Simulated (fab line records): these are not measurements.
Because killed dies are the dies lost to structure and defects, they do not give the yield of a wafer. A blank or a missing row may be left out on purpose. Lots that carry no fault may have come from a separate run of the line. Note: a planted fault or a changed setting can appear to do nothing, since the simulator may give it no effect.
The tool behind it: which one? / flow nand_harc / 24 lots with 72 wafers sampled at 6 steps, on a route of 1159 steps

== WHAT EACH GAUGE READ, for each wafer ==
NHARC_A_CONTACT_CD_MEAS_08 targets a cd of 100 nm.
lot=L075; measured=day 17 01:08; on=cd_sem-03; cd_nm (nm)=100.6 100.8 100.3
lot=L074; measured=day 16 22:24; on=cd_sem-02; cd_nm (nm)=100.7 99.7 100.0
lot=L076; measured=day 16 23:46; on=cd_sem-01; cd_nm (nm)=100.9 101.2 101.0
lot=L077; measured=day 17 09:39; on=cd_sem-03; cd_nm (nm)=100.3 99.8 99.5
lot=L079; measured=day 17 16:04; on=cd_sem-03; cd_nm (nm)=100.3 100.4 99.9
lot=L078; measured=day 17 21:26; on=cd_sem-01; cd_nm (nm)=100.5 100.9 101.0
lot=L080; measured=day 18 02:16; on=cd_sem-03; cd_nm (nm)=100.7 100.8 101.1
lot=L081; measured=day 18 13:55; on=cd_sem-02; cd_nm (nm)=101.2 101.0 100.4
lot=L082; measured=day 19 04:10; on=cd_sem-02; cd_nm (nm)=100.9 101.3 100.6
lot=L084; measured=day 19 06:16; on=cd_sem-02; cd_nm (nm)=99.5 100.4 99.7
lot=L083; measured=day 19 07:43; on=cd_sem-02; cd_nm (nm)=99.8 100.8 100.2
lot=L088; measured=day 19 16:46; on=cd_sem-03; cd_nm (nm)=100.4 101.6 100.3
lot=L087; measured=day 19 17:29; on=cd_sem-03; cd_nm (nm)=100.7 100.9 100.3
lot=L086; measured=day 19 21:59; on=cd_sem-03; cd_nm (nm)=100.4 99.7 100.0
lot=L089; measured=day 20 07:24; on=cd_sem-01; cd_nm (nm)=100.9 99.9 100.2
lot=L085; measured=day 20 06:52; on=cd_sem-03; cd_nm (nm)=100.5 99.9 100.2
lot=L091; measured=day 20 16:15; on=cd_sem-02; cd_nm (nm)=99.5 98.9 99.8
lot=L090; measured=day 20 20:22; on=cd_sem-02; cd_nm (nm)=101.2 101.8 100.6
lot=L093; measured=day 21 13:06; on=cd_sem-02; cd_nm (nm)=100.4 100.5 100.4
lot=L092; measured=day 21 13:19; on=cd_sem-01; cd_nm (nm)=100.2 100.0 101.4
lot=L094; measured=day 21 21:13; on=cd_sem-02; cd_nm (nm)=99.8 100.6 100.5
lot=L097; measured=day 22 14:22; on=cd_sem-03; cd_nm (nm)=100.1 100.1 100.2
lot=L095; measured=day 23 06:53; on=cd_sem-01; cd_nm (nm)=100.9 100.2 100.4
lot=L096; measured=day 23 11:45; on=cd_sem-02; cd_nm (nm)=99.9 100.1 101.0

== TOOL THAT RAN EACH LOT (tool first, then ch and the chambers of the sampled wafers, then the start) ==
lot=L075; NHARC_A_CONTACT_ETCH_118=har_cap_etch-02 ch 0,1, day 16 08:57; NHARC_A_CONTACT_DEP_57=acl_dep-02 ch 0, day 16 14:02; NHARC_A_CONTACT_ETCH_77=rie_diel-04 ch 0,1,3, day 16 19:50 or earlier; NHARC_A_CONTACT_ETCH_128=har_cap_etch-02 ch 0,1, day 16 19:50; NHARC_A_CONTACT_ETCH_132=har_cap_etch-02 ch 0,1, day 16 20:25
lot=L074; NHARC_A_CONTACT_ETCH_118=har_cap_etch-03 ch 0,1, day 16 09:41; NHARC_A_CONTACT_DEP_57=acl_dep-01 ch 0, day 16 14:04; NHARC_A_CONTACT_ETCH_77=rie_diel-08 ch 0,2, day 16 17:53 or earlier; NHARC_A_CONTACT_ETCH_128=har_cap_etch-03 ch 0,1, day 16 17:53; NHARC_A_CONTACT_ETCH_132=har_cap_etch-03 ch 0,1, day 16 18:27
lot=L076; NHARC_A_CONTACT_ETCH_118=har_cap_etch-01 ch 0,1, day 16 11:40; NHARC_A_CONTACT_DEP_57=acl_dep-03 ch 0, day 16 15:22; NHARC_A_CONTACT_ETCH_77=rie_diel-08 ch 1,3, day 16 19:29 or earlier; NHARC_A_CONTACT_ETCH_128=har_cap_etch-01 ch 0,1, day 16 19:29; NHARC_A_CONTACT_ETCH_132=har_cap_etch-01 ch 0,1, day 16 20:03
lot=L077; NHARC_A_CONTACT_ETCH_118=har_cap_etch-03 ch 1, day 16 22:03; NHARC_A_CONTACT_DEP_57=acl_dep-03 ch 0, day 17 00:23; NHARC_A_CONTACT_ETCH_77=rie_diel-04 ch 0,2,3, day 17 05:11 or earlier; NHARC_A_CONTACT_ETCH_128=har_cap_etch-02 ch 0,1, day 17 05:11; NHARC_A_CONTACT_ETCH_132=har_cap_etch-02 ch 0,1, day 17 05:46
lot=L079; NHARC_A_CONTACT_ETCH_118=har_cap_etch-01 ch 0,1, day 17 03:28; NHARC_A_CONTACT_DEP_57=acl_dep-03 ch 0, day 17 07:15; NHARC_A_CONTACT_ETCH_77=rie_diel-06 ch 2,3, day 17 11:40 or earlier; NHARC_A_CONTACT_ETCH_128=har_cap_etch-02 ch 0,1, day 17 11:40; NHARC_A_CONTACT_ETCH_132=har_cap_etch-02 ch 0,1, day 17 12:14
lot=L078; NHARC_A_CONTACT_ETCH_118=har_cap_etch-03 ch 0,1, day 17 08:10; NHARC_A_CONTACT_DEP_57=acl_dep-02 ch 0, day 17 10:58; NHARC_A_CONTACT_ETCH_77=rie_diel-04 ch 1,2,3, day 17 15:23 or earlier; NHARC_A_CONTACT_ETCH_128=har_cap_etch-01 ch 0,1, day 17 15:23; NHARC_A_CONTACT_ETCH_132=har_cap_etch-01 ch 0,1, day 17 15:57
lot=L080; NHARC_A_CONTACT_ETCH_118=har_cap_etch-03 ch 0,1, day 17 13:34; NHARC_A_CONTACT_DEP_57=acl_dep-02 ch 0, day 17 17:24; NHARC_A_CONTACT_ETCH_77=rie_diel-04 ch 0,1, day 17 21:37 or earlier; NHARC_A_CONTACT_ETCH_128=har_cap_etch-03 ch 0,1, day 17 21:37; NHARC_A_CONTACT_ETCH_132=har_cap_etch-03 ch 0,1, day 17 22:11
lot=L081; NHARC_A_CONTACT_ETCH_118=har_cap_etch-03 ch 0,1, day 18 00:38; NHARC_A_CONTACT_DEP_57=acl_dep-02 ch 0, day 18 04:01; NHARC_A_CONTACT_ETCH_77=rie_diel-06 ch 0,1, day 18 09:28 or earlier; NHARC_A_CONTACT_ETCH_128=har_cap_etch-01 ch 0,1, day 18 09:28; NHARC_A_CONTACT_ETCH_132=har_cap_etch-01 ch 0,1, day 18 10:01
lot=L082; NHARC_A_CONTACT_ETCH_118=har_cap_etch-03 ch 0,1, day 18 14:22; NHARC_A_CONTACT_DEP_57=acl_dep-01 ch 0, day 18 17:10; NHARC_A_CONTACT_ETCH_77=rie_diel-04 ch 0,2, day 18 21:39 or earlier; NHARC_A_CONTACT_ETCH_128=har_cap_etch-02 ch 0,1, day 18 21:39; NHARC_A_CONTACT_ETCH_132=har_cap_etch-02 ch 0,1, day 18 22:13
lot=L084; NHARC_A_CONTACT_ETCH_118=har_cap_etch-01 ch 0,1, day 18 17:42; NHARC_A_CONTACT_DEP_57=acl_dep-02 ch 0, day 18 20:58; NHARC_A_CONTACT_ETCH_77=rie_diel-06 ch 0,1,2, day 19 01:31 or earlier; NHARC_A_CONTACT_ETCH_128=har_cap_etch-01 ch 0,1, day 19 01:31; NHARC_A_CONTACT_ETCH_132=har_cap_etch-01 ch 0,1, day 19 02:05
lot=L083; NHARC_A_CONTACT_ETCH_118=har_cap_etch-03 ch 0,1, day 18 20:20; NHARC_A_CONTACT_DEP_57=acl_dep-03 ch 0, day 18 23:07; NHARC_A_CONTACT_ETCH_77=rie_diel-06 ch 1,2,3, day 19 02:59 or earlier; NHARC_A_CONTACT_ETCH_128=har_cap_etch-03 ch 0,1, day 19 02:59; NHARC_A_CONTACT_ETCH_132=har_cap_etch-03 ch 0,1, day 19 03:34
lot=L088; NHARC_A_CONTACT_ETCH_118=har_cap_etch-02 ch 1, day 19 04:15; NHARC_A_CONTACT_DEP_57=acl_dep-01 ch 0, day 19 06:49; NHARC_A_CONTACT_ETCH_77=rie_diel-06 ch 2,3, day 19 11:41 or earlier; NHARC_A_CONTACT_ETCH_128=har_cap_etch-02 ch 1, day 19 11:41; NHARC_A_CONTACT_ETCH_132=har_cap_etch-02 ch 1, day 19 12:15
lot=L087; NHARC_A_CONTACT_ETCH_118=har_cap_etch-01 ch 0,1, day 19 04:27; NHARC_A_CONTACT_DEP_57=acl_dep-02 ch 0, day 19 07:08; NHARC_A_CONTACT_ETCH_77=rie_diel-06 ch 1,3, day 19 12:01 or earlier; NHARC_A_CONTACT_ETCH_128=har_cap_etch-03 ch 0,1, day 19 12:01; NHARC_A_CONTACT_ETCH_132=har_cap_etch-03 ch 0,1, day 19 12:35
lot=L086; NHARC_A_CONTACT_ETCH_118=har_cap_etch-01 ch 0,1, day 19 09:17; NHARC_A_CONTACT_DEP_57=acl_dep-02 ch 0, day 19 11:46; NHARC_A_CONTACT_ETCH_77=rie_diel-08 ch 0,1,2, day 19 16:01 or earlier; NHARC_A_CONTACT_ETCH_128=har_cap_etch-01 ch 0,1, day 19 16:01; NHARC_A_CONTACT_ETCH_132=har_cap_etch-01 ch 0,1, day 19 16:34
lot=L089; NHARC_A_CONTACT_ETCH_118=har_cap_etch-02 ch 0,1, day 19 18:35; NHARC_A_CONTACT_DEP_57=acl_dep-02 ch 0, day 19 21:49; NHARC_A_CONTACT_ETCH_77=rie_diel-04 ch 0,1, day 20 01:56 or earlier; NHARC_A_CONTACT_ETCH_128=har_cap_etch-03 ch 0,1, day 20 01:56; NHARC_A_CONTACT_ETCH_132=har_cap_etch-03 ch 0,1, day 20 02:41
lot=L085; NHARC_A_CONTACT_ETCH_118=har_cap_etch-03 ch 0,1, day 19 18:47; NHARC_A_CONTACT_DEP_57=acl_dep-03 ch 0, day 19 21:28; NHARC_A_CONTACT_ETCH_77=rie_diel-06 ch 0,2,3, day 20 02:08 or earlier; NHARC_A_CONTACT_ETCH_128=har_cap_etch-01 ch 0,1, day 20 02:08; NHARC_A_CONTACT_ETCH_132=har_cap_etch-01 ch 0,1, day 20 02:42
lot=L091; NHARC_A_CONTACT_ETCH_118=har_cap_etch-02 ch 0,1, day 20 05:04; NHARC_A_CONTACT_DEP_57=acl_dep-01 ch 0, day 20 07:55; NHARC_A_CONTACT_ETCH_77=rie_diel-08 ch 1,3, day 20 11:38 or earlier; NHARC_A_CONTACT_ETCH_128=har_cap_etch-01 ch 0,1, day 20 11:38; NHARC_A_CONTACT_ETCH_132=har_cap_etch-01 ch 0,1, day 20 12:12
lot=L090; NHARC_A_CONTACT_ETCH_118=har_cap_etch-01 ch 0,1, day 20 06:42; NHARC_A_CONTACT_DEP_57=acl_dep-03 ch 0, day 20 10:44; NHARC_A_CONTACT_ETCH_77=rie_diel-06 ch 1,3, day 20 15:17 or earlier; NHARC_A_CONTACT_ETCH_128=har_cap_etch-03 ch 0, day 20 15:17; NHARC_A_CONTACT_ETCH_132=har_cap_etch-03 ch 0, day 20 16:03
lot=L093; NHARC_A_CONTACT_ETCH_118=har_cap_etch-01 ch 0,1, day 20 19:09; NHARC_A_CONTACT_DEP_57=acl_dep-03 ch 0, day 21 01:08; NHARC_A_CONTACT_ETCH_77=rie_diel-06 ch 0,1,2, day 21 05:43 or earlier; NHARC_A_CONTACT_ETCH_128=har_cap_etch-01 ch 0,1, day 21 05:43; NHARC_A_CONTACT_ETCH_132=har_cap_etch-01 ch 0,1, day 21 06:17
lot=L092; NHARC_A_CONTACT_ETCH_118=har_cap_etch-03 ch 0,1, day 20 20:16; NHARC_A_CONTACT_DEP_57=acl_dep-02 ch 0, day 21 01:59; NHARC_A_CONTACT_ETCH_77=rie_diel-04 ch 1,2, day 21 05:59 or earlier; NHARC_A_CONTACT_ETCH_128=har_cap_etch-03 ch 0,1, day 21 05:59; NHARC_A_CONTACT_ETCH_132=har_cap_etch-03 ch 0,1, day 21 06:34
lot=L094; NHARC_A_CONTACT_ETCH_118=har_cap_etch-02 ch 0,1, day 21 09:57; NHARC_A_CONTACT_DEP_57=acl_dep-01 ch 0, day 21 12:17; NHARC_A_CONTACT_ETCH_77=rie_diel-04 ch 0,2, day 21 16:44 or earlier; NHARC_A_CONTACT_ETCH_128=har_cap_etch-02 ch 0,1, day 21 16:44; NHARC_A_CONTACT_ETCH_132=har_cap_etch-02 ch 0,1, day 21 17:17
lot=L097; NHARC_A_CONTACT_ETCH_118=har_cap_etch-03 ch 0,1, day 22 00:42; NHARC_A_CONTACT_DEP_57=acl_dep-01 ch 0, day 22 04:11; NHARC_A_CONTACT_ETCH_77=rie_diel-08 ch 2,3, day 22 08:49 or earlier; NHARC_A_CONTACT_ETCH_128=har_cap_etch-02 ch 0,1, day 22 08:49; NHARC_A_CONTACT_ETCH_132=har_cap_etch-02 ch 0,1, day 22 09:22
lot=L095; NHARC_A_CONTACT_ETCH_118=har_cap_etch-02 ch 0,1, day 22 15:31; NHARC_A_CONTACT_DEP_57=acl_dep-03 ch 0, day 22 19:43; NHARC_A_CONTACT_ETCH_77=rie_diel-04 ch 1,2,3, day 23 00:17 or earlier; NHARC_A_CONTACT_ETCH_128=har_cap_etch-03 ch 0,1, day 23 00:17; NHARC_A_CONTACT_ETCH_132=har_cap_etch-03 ch 0,1, day 23 00:50
lot=L096; NHARC_A_CONTACT_ETCH_118=har_cap_etch-02 ch 0,1, day 22 19:40; NHARC_A_CONTACT_DEP_57=acl_dep-02 ch 0, day 23 01:44; NHARC_A_CONTACT_ETCH_77=rie_diel-08 ch 0,1,2, day 23 05:49 or earlier; NHARC_A_CONTACT_ETCH_128=har_cap_etch-02 ch 0,1, day 23 05:49; NHARC_A_CONTACT_ETCH_132=har_cap_etch-02 ch 0,1, day 23 06:23
- NHARC_A_CONTACT_ETCH_118: etches the open film in C4F8/O2/Ar, time 94 s, target depth 922 nm.
- NHARC_A_CONTACT_DEP_57: deposits aC, target thk 2800 nm.
- NHARC_A_CONTACT_ETCH_77: etches the open film in CF4/CHF3, target depth 72.6 nm, time 36.3 s.
- NHARC_A_CONTACT_ETCH_128: etches the open film in C4F8/O2/Ar, time 155 s, target depth 956 nm.
- NHARC_A_CONTACT_ETCH_132: etches the open film in C4F8/O2/Ar, time 156 s, target depth 958 nm.

== AS READ BY THE TOOLS THEMSELVES (means over the sampled wafers that have a number; for cases with no such wafer, the mark the record gives instead) ==
NHARC_A_CONTACT_ETCH_118.
lot=L075; tool=har_cap_etch-02; chamber_pressure_mTorr (mTorr)=19.998
lot=L074; tool=har_cap_etch-03; chamber_pressure_mTorr (mTorr)=19.995
lot=L076; tool=har_cap_etch-01; chamber_pressure_mTorr (mTorr)=20.006
lot=L077; tool=har_cap_etch-03; chamber_pressure_mTorr (mTorr)=20.014
lot=L079; tool=har_cap_etch-01; chamber_pressure_mTorr (mTorr)=20.026
lot=L078; tool=har_cap_etch-03; chamber_pressure_mTorr (mTorr)=20.005
lot=L080; tool=har_cap_etch-03; chamber_pressure_mTorr (mTorr)=20.006
lot=L081; tool=har_cap_etch-03; chamber_pressure_mTorr (mTorr)=19.984
lot=L082; tool=har_cap_etch-03; chamber_pressure_mTorr (mTorr)=19.991
lot=L084; tool=har_cap_etch-01; chamber_pressure_mTorr (mTorr)=19.987
lot=L083; tool=har_cap_etch-03; chamber_pressure_mTorr (mTorr)=19.999
lot=L088; tool=har_cap_etch-02; chamber_pressure_mTorr (mTorr)=20.024
lot=L087; tool=har_cap_etch-01; chamber_pressure_mTorr (mTorr)=19.995
lot=L086; tool=har_cap_etch-01; chamber_pressure_mTorr (mTorr)=19.986
lot=L089; tool=har_cap_etch-02; chamber_pressure_mTorr (mTorr)=20.013
lot=L085; tool=har_cap_etch-03; chamber_pressure_mTorr (mTorr)=20.001
lot=L091; tool=har_cap_etch-02; chamber_pressure_mTorr (mTorr)=20.018
lot=L090; tool=har_cap_etch-01; chamber_pressure_mTorr (mTorr)=19.995
lot=L093; tool=har_cap_etch-01; chamber_pressure_mTorr (mTorr)=20.005
lot=L092; tool=har_cap_etch-03; chamber_pressure_mTorr (mTorr)=19.996
lot=L094; tool=har_cap_etch-02; chamber_pressure_mTorr (mTorr)=19.995
lot=L097; tool=har_cap_etch-03; chamber_pressure_mTorr (mTorr)=19.990
lot=L095; tool=har_cap_etch-02; chamber_pressure_mTorr (mTorr)=19.995
lot=L096; tool=har_cap_etch-02; chamber_pressure_mTorr (mTorr)=19.999

NHARC_A_CONTACT_DEP_57.
lot=L075; tool=acl_dep-02; throttle_valve_pct (%)=35.003
lot=L074; tool=acl_dep-01; throttle_valve_pct (%)=35.001
lot=L076; tool=acl_dep-03; throttle_valve_pct (%)=35.011
lot=L077; tool=acl_dep-03; throttle_valve_pct (%)=35.006
lot=L079; tool=acl_dep-03; throttle_valve_pct (%)=35.000
lot=L078; tool=acl_dep-02; throttle_valve_pct (%)=35.003
lot=L080; tool=acl_dep-02; throttle_valve_pct (%)=35.000
lot=L081; tool=acl_dep-02; throttle_valve_pct (%)=35.005
lot=L082; tool=acl_dep-01; throttle_valve_pct (%)=34.992
lot=L084; tool=acl_dep-02; throttle_valve_pct (%)=34.996
lot=L083; tool=acl_dep-03; throttle_valve_pct (%)=35.006
lot=L088; tool=acl_dep-01; throttle_valve_pct (%)=34.994
lot=L087; tool=acl_dep-02; throttle_valve_pct (%)=34.996
lot=L086; tool=acl_dep-02; throttle_valve_pct (%)=34.994
lot=L089; tool=acl_dep-02; throttle_valve_pct (%)=35.002
lot=L085; tool=acl_dep-03; throttle_valve_pct (%)=34.999
lot=L091; tool=acl_dep-01; throttle_valve_pct (%)=34.995
lot=L090; tool=acl_dep-03; throttle_valve_pct (%)=34.990
lot=L093; tool=acl_dep-03; throttle_valve_pct (%)=35.001
lot=L092; tool=acl_dep-02; throttle_valve_pct (%)=35.001
lot=L094; tool=acl_dep-01; throttle_valve_pct (%)=34.994
lot=L097; tool=acl_dep-01; throttle_valve_pct (%)=34.997
lot=L095; tool=acl_dep-03; throttle_valve_pct (%)=35.002
lot=L096; tool=acl_dep-02; throttle_valve_pct (%)=35.001

NHARC_A_CONTACT_ETCH_77.
lot=L075; tool=rie_diel-04; chamber_pressure_mTorr (mTorr)=25.001; drypump_motor_current_A (A)=5.7; oes_product_au (a.u.)=0.917; rf_vpp_V (V)=371.9; showerhead_plenum_p_Torr (Torr)=1.59; throttle_valve_pct (%)=16.798
lot=L074; tool=rie_diel-08; chamber_pressure_mTorr (mTorr)=25.005; drypump_motor_current_A (A)=5.4; oes_product_au (a.u.)=0.945; rf_vpp_V (V)=372.0; showerhead_plenum_p_Torr (Torr)=1.61; throttle_valve_pct (%)=16.799
lot=L076; tool=rie_diel-08; chamber_pressure_mTorr (mTorr)=25.009; drypump_motor_current_A (A)=6.1; oes_product_au (a.u.)=0.918; rf_vpp_V (V)=369.0; showerhead_plenum_p_Torr (Torr)=1.53; throttle_valve_pct (%)=16.798
lot=L077; tool=rie_diel-04; chamber_pressure_mTorr (mTorr)=24.997; drypump_motor_current_A (A)=5.8; oes_product_au (a.u.)=0.947; rf_vpp_V (V)=373.5; showerhead_plenum_p_Torr (Torr)=1.64; throttle_valve_pct (%)=16.805
lot=L079; tool=rie_diel-06; chamber_pressure_mTorr (mTorr)=24.991; drypump_motor_current_A (A)=5.7; oes_product_au (a.u.)=0.950; rf_vpp_V (V)=369.5; showerhead_plenum_p_Torr (Torr)=1.52; throttle_valve_pct (%)=16.807
lot=L078; tool=rie_diel-04; chamber_pressure_mTorr (mTorr)=25.012; drypump_motor_current_A (A)=5.7; oes_product_au (a.u.)=0.927; rf_vpp_V (V)=372.7; showerhead_plenum_p_Torr (Torr)=1.61; throttle_valve_pct (%)=16.799
lot=L080; tool=rie_diel-04; chamber_pressure_mTorr (mTorr)=24.988; drypump_motor_current_A (A)=5.6; oes_product_au (a.u.)=0.926; rf_vpp_V (V)=369.7; showerhead_plenum_p_Torr (Torr)=1.56; throttle_valve_pct (%)=16.805
lot=L081; tool=rie_diel-06; chamber_pressure_mTorr (mTorr)=25.027; drypump_motor_current_A (A)=6.0; oes_product_au (a.u.)=0.922; rf_vpp_V (V)=367.4; showerhead_plenum_p_Torr (Torr)=1.47; throttle_valve_pct (%)=16.801
lot=L082; tool=rie_diel-04; chamber_pressure_mTorr (mTorr)=25.014; drypump_motor_current_A (A)=5.7; oes_product_au (a.u.)=0.928; rf_vpp_V (V)=371.7; showerhead_plenum_p_Torr (Torr)=1.62; throttle_valve_pct (%)=16.798
lot=L084; tool=rie_diel-06; chamber_pressure_mTorr (mTorr)=25.007; drypump_motor_current_A (A)=5.8; oes_product_au (a.u.)=0.966; rf_vpp_V (V)=369.4; showerhead_plenum_p_Torr (Torr)=1.55; throttle_valve_pct (%)=16.797
lot=L083; tool=rie_diel-06; chamber_pressure_mTorr (mTorr)=24.976; drypump_motor_current_A (A)=5.9; oes_product_au (a.u.)=0.920; rf_vpp_V (V)=368.7; showerhead_plenum_p_Torr (Torr)=1.52; throttle_valve_pct (%)=16.800
lot=L088; tool=rie_diel-06; chamber_pressure_mTorr (mTorr)=24.986; drypump_motor_current_A (A)=5.7; oes_product_au (a.u.)=0.931; rf_vpp_V (V)=370.4; showerhead_plenum_p_Torr (Torr)=1.56; throttle_valve_pct (%)=16.793
lot=L087; tool=rie_diel-06; chamber_pressure_mTorr (mTorr)=24.997; drypump_motor_current_A (A)=5.9; oes_product_au (a.u.)=0.930; rf_vpp_V (V)=370.3; showerhead_plenum_p_Torr (Torr)=1.56; throttle_valve_pct (%)=16.799
lot=L086; tool=rie_diel-08; chamber_pressure_mTorr (mTorr)=24.991; drypump_motor_current_A (A)=5.8; oes_product_au (a.u.)=0.919; rf_vpp_V (V)=371.0; showerhead_plenum_p_Torr (Torr)=1.57; throttle_valve_pct (%)=16.810
lot=L089; tool=rie_diel-04; chamber_pressure_mTorr (mTorr)=25.011; drypump_motor_current_A (A)=5.6; oes_product_au (a.u.)=0.919; rf_vpp_V (V)=370.4; showerhead_plenum_p_Torr (Torr)=1.58; throttle_valve_pct (%)=16.804
lot=L085; tool=rie_diel-06; chamber_pressure_mTorr (mTorr)=24.974; drypump_motor_current_A (A)=5.7; oes_product_au (a.u.)=0.928; rf_vpp_V (V)=371.9; showerhead_plenum_p_Torr (Torr)=1.59; throttle_valve_pct (%)=16.797
lot=L091; tool=rie_diel-08; chamber_pressure_mTorr (mTorr)=25.021; drypump_motor_current_A (A)=6.2; oes_product_au (a.u.)=0.921; rf_vpp_V (V)=368.8; showerhead_plenum_p_Torr (Torr)=1.51; throttle_valve_pct (%)=16.803
lot=L090; tool=rie_diel-06; chamber_pressure_mTorr (mTorr)=24.998; drypump_motor_current_A (A)=5.9; oes_product_au (a.u.)=0.964; rf_vpp_V (V)=370.0; showerhead_plenum_p_Torr (Torr)=1.56; throttle_valve_pct (%)=16.801
lot=L093; tool=rie_diel-06; chamber_pressure_mTorr (mTorr)=25.000; drypump_motor_current_A (A)=5.8; oes_product_au (a.u.)=0.930; rf_vpp_V (V)=369.2; showerhead_plenum_p_Torr (Torr)=1.54; throttle_valve_pct (%)=16.810
lot=L092; tool=rie_diel-04; chamber_pressure_mTorr (mTorr)=24.988; drypump_motor_current_A (A)=5.6; oes_product_au (a.u.)=0.951; rf_vpp_V (V)=372.6; showerhead_plenum_p_Torr (Torr)=1.63; throttle_valve_pct (%)=16.799
lot=L094; tool=rie_diel-04; chamber_pressure_mTorr (mTorr)=24.981; drypump_motor_current_A (A)=5.7; oes_product_au (a.u.)=0.949; rf_vpp_V (V)=372.6; showerhead_plenum_p_Torr (Torr)=1.62; throttle_valve_pct (%)=16.796
lot=L097; tool=rie_diel-08; chamber_pressure_mTorr (mTorr)=24.980; drypump_motor_current_A (A)=5.8; oes_product_au (a.u.)=0.929; rf_vpp_V (V)=369.4; showerhead_plenum_p_Torr (Torr)=1.55; throttle_valve_pct (%)=16.811
lot=L095; tool=rie_diel-04; chamber_pressure_mTorr (mTorr)=25.015; drypump_motor_current_A (A)=5.7; oes_product_au (a.u.)=0.949; rf_vpp_V (V)=371.4; showerhead_plenum_p_Torr (Torr)=1.60; throttle_valve_pct (%)=16.802
lot=L096; tool=rie_diel-08; chamber_pressure_mTorr (mTorr)=25.000; drypump_motor_current_A (A)=5.8; oes_product_au (a.u.)=0.926; rf_vpp_V (V)=370.8; showerhead_plenum_p_Torr (Torr)=1.56; throttle_valve_pct (%)=16.798

NHARC_A_CONTACT_ETCH_128.
lot=L075; tool=har_cap_etch-02; chamber_pressure_mTorr (mTorr)=19.990
lot=L074; tool=har_cap_etch-03; chamber_pressure_mTorr (mTorr)=20.004
lot=L076; tool=har_cap_etch-01; chamber_pressure_mTorr (mTorr)=20.011
lot=L077; tool=har_cap_etch-02; chamber_pressure_mTorr (mTorr)=20.001
lot=L079; tool=har_cap_etch-02; chamber_pressure_mTorr (mTorr)=20.004
lot=L078; tool=har_cap_etch-01; chamber_pressure_mTorr (mTorr)=19.991
lot=L080; tool=har_cap_etch-03; chamber_pressure_mTorr (mTorr)=19.990
lot=L081; tool=har_cap_etch-01; chamber_pressure_mTorr (mTorr)=20.008
lot=L082; tool=har_cap_etch-02; chamber_pressure_mTorr (mTorr)=20.009
lot=L084; tool=har_cap_etch-01; chamber_pressure_mTorr (mTorr)=20.003
lot=L083; tool=har_cap_etch-03; chamber_pressure_mTorr (mTorr)=20.000
lot=L088; tool=har_cap_etch-02; chamber_pressure_mTorr (mTorr)=19.993
lot=L087; tool=har_cap_etch-03; chamber_pressure_mTorr (mTorr)=20.001
lot=L086; tool=har_cap_etch-01; chamber_pressure_mTorr (mTorr)=20.000
lot=L089; tool=har_cap_etch-03; chamber_pressure_mTorr (mTorr)=20.009
lot=L085; tool=har_cap_etch-01; chamber_pressure_mTorr (mTorr)=19.984
lot=L091; tool=har_cap_etch-01; chamber_pressure_mTorr (mTorr)=19.997
lot=L090; tool=har_cap_etch-03; chamber_pressure_mTorr (mTorr)=20.014
lot=L093; tool=har_cap_etch-01; chamber_pressure_mTorr (mTorr)=20.014
lot=L092; tool=har_cap_etch-03; chamber_pressure_mTorr (mTorr)=20.012
lot=L094; tool=har_cap_etch-02; chamber_pressure_mTorr (mTorr)=20.003
lot=L097; tool=har_cap_etch-02; chamber_pressure_mTorr (mTorr)=20.005
lot=L095; tool=har_cap_etch-03; chamber_pressure_mTorr (mTorr)=20.007
lot=L096; tool=har_cap_etch-02; chamber_pressure_mTorr (mTorr)=19.998

NHARC_A_CONTACT_ETCH_132.
lot=L075; tool=har_cap_etch-02; chamber_pressure_mTorr (mTorr)=19.997
lot=L074; tool=har_cap_etch-03; chamber_pressure_mTorr (mTorr)=19.990
lot=L076; tool=har_cap_etch-01; chamber_pressure_mTorr (mTorr)=20.003
lot=L077; tool=har_cap_etch-02; chamber_pressure_mTorr (mTorr)=20.006
lot=L079; tool=har_cap_etch-02; chamber_pressure_mTorr (mTorr)=20.009
lot=L078; tool=har_cap_etch-01; chamber_pressure_mTorr (mTorr)=19.989
lot=L080; tool=har_cap_etch-03; chamber_pressure_mTorr (mTorr)=19.988
lot=L081; tool=har_cap_etch-01; chamber_pressure_mTorr (mTorr)=20.004
lot=L082; tool=har_cap_etch-02; chamber_pressure_mTorr (mTorr)=19.981
lot=L084; tool=har_cap_etch-01; chamber_pressure_mTorr (mTorr)=19.990
lot=L083; tool=har_cap_etch-03; chamber_pressure_mTorr (mTorr)=20.011
lot=L088; tool=har_cap_etch-02; chamber_pressure_mTorr (mTorr)=20.003
lot=L087; tool=har_cap_etch-03; chamber_pressure_mTorr (mTorr)=19.997
lot=L086; tool=har_cap_etch-01; chamber_pressure_mTorr (mTorr)=19.992
lot=L089; tool=har_cap_etch-03; chamber_pressure_mTorr (mTorr)=19.996
lot=L085; tool=har_cap_etch-01; chamber_pressure_mTorr (mTorr)=20.000
lot=L091; tool=har_cap_etch-01; chamber_pressure_mTorr (mTorr)=19.993
lot=L090; tool=har_cap_etch-03; chamber_pressure_mTorr (mTorr)=19.992
lot=L093; tool=har_cap_etch-01; chamber_pressure_mTorr (mTorr)=19.994
lot=L092; tool=har_cap_etch-03; chamber_pressure_mTorr (mTorr)=20.006
lot=L094; tool=har_cap_etch-02; chamber_pressure_mTorr (mTorr)=19.983
lot=L097; tool=har_cap_etch-02; chamber_pressure_mTorr (mTorr)=20.009
lot=L095; tool=har_cap_etch-03; chamber_pressure_mTorr (mTorr)=19.995
lot=L096; tool=har_cap_etch-02; chamber_pressure_mTorr (mTorr)=20.000

== THE ANSWER, worked out from the rows above alone ==
Rule: the usual values come from the lots themselves. Put in order of their means at a reading, lots are off if they are a third of the lots or fewer, leave a main group of 4 or more, and stand apart from it by a gap of 3 or more times the standard deviation of the main group's means; of several such gaps the widest counts. A main group whose means are all the same, to the digits that the tables above print for the reading, isn't used. A lot without any number at a reading at which 4 lots or more have one is off too. All remaining lots with rows at the step are treated as sound. First the gauges in route order, then the tools' own readings, where a lot's mean is used as printed above. The first step at which some lot is off is used, and at that step the reading that is off furthest; a lot without a number counts as furthest.
Across all readings shown, no lot is off: no conclusion can be drawn from this.

== WHAT THE SIMULATOR PUT IN ==
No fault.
